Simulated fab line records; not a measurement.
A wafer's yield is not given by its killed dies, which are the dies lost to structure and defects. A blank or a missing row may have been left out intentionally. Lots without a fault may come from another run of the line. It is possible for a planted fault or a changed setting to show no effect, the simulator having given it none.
Chamber matching -- flow nand-harc -- NHARC_A_CONTACT_ETCH_92 on rie-diel-05: 4 sister chambers
The step etches the open film in CH3F/O2, target depth 40 nm, time 85.7 s. 14 wafers are shown with their chamber, then 7 later ones without.

WAFERS, EACH WITH ITS CHAMBER
wafer,chamber,drypump-motor-current-A (A),showerhead-plenum-p-Torr (Torr),rf-fwd-power-W (W)
L698.2,3,5.4,2.44,498.9
L698.5,0,5.4,2.50,498.6
L698.6,1,5.1,2.51,495.8
L701.2,2,6.4,2.33,497.7
L701.3,3,5.4,2.43,498.5
L701.6,3,5.4,2.43,498.0
L702.1,1,5.2,2.51,493.9
L702.3,3,5.4,2.43,496.6
L702.5,2,6.4,2.33,497.7
L712.1,3,5.4,2.43,497.7
L712.2,1,5.2,2.50,494.8
L712.6,3,5.4,2.43,498.7
L715.3,1,5.2,2.50,495.0
L715.4,3,5.4,2.43,496.9

SIGNATURES (averages over the wafers above)
reading,chamber 0,chamber 1,chamber 2,chamber 3,scatter within a chamber
drypump-motor-current-A,5.400,5.175,6.400,5.400,0.0274
showerhead-plenum-p-Torr,2.5000,2.5050,2.3300,2.4314,0.00431
rf-fwd-power-W,498.600,494.875,497.700,497.900,0.81
Rule: for each reading, subtract the chamber's mean from the wafer's reading, divide by that reading's scatter and square the result; add these up over the readings and take the root, which gives the wafer's distance from the chamber. The wafer belongs to the nearest chamber; if the next one is less than 2 further off, it can't be placed. The scatter: the root of (the sum of the squares of (reading less its chamber's mean) over the shown wafers, divided by (wafers less chambers)).

WAFERS WITHOUT THEIR CHAMBER
wafer,drypump-motor-current-A (A),showerhead-plenum-p-Torr (Torr),rf-fwd-power-W (W)
L715.5,5.2,2.50,496.5
L717.2,5.4,2.49,499.3
L717.3,5.2,2.50,497.5
L717.5,5.4,2.49,501.3
L718.1,6.4,2.33,497.8
L718.3,5.2,2.50,494.6
L718.4,5.4,2.49,499.1

THE CHAMBER EACH PASSED THROUGH
wafer,from the rows above,in truth
L715.5,1,1
L717.2,0,0
L717.3,1,1
L717.5,0,0
L718.1,2,2
L718.3,1,1
L718.4,0,0
Correct placement for 7 of the 7. From these rows, 0 cannot be placed. Placed wrongly: 0.
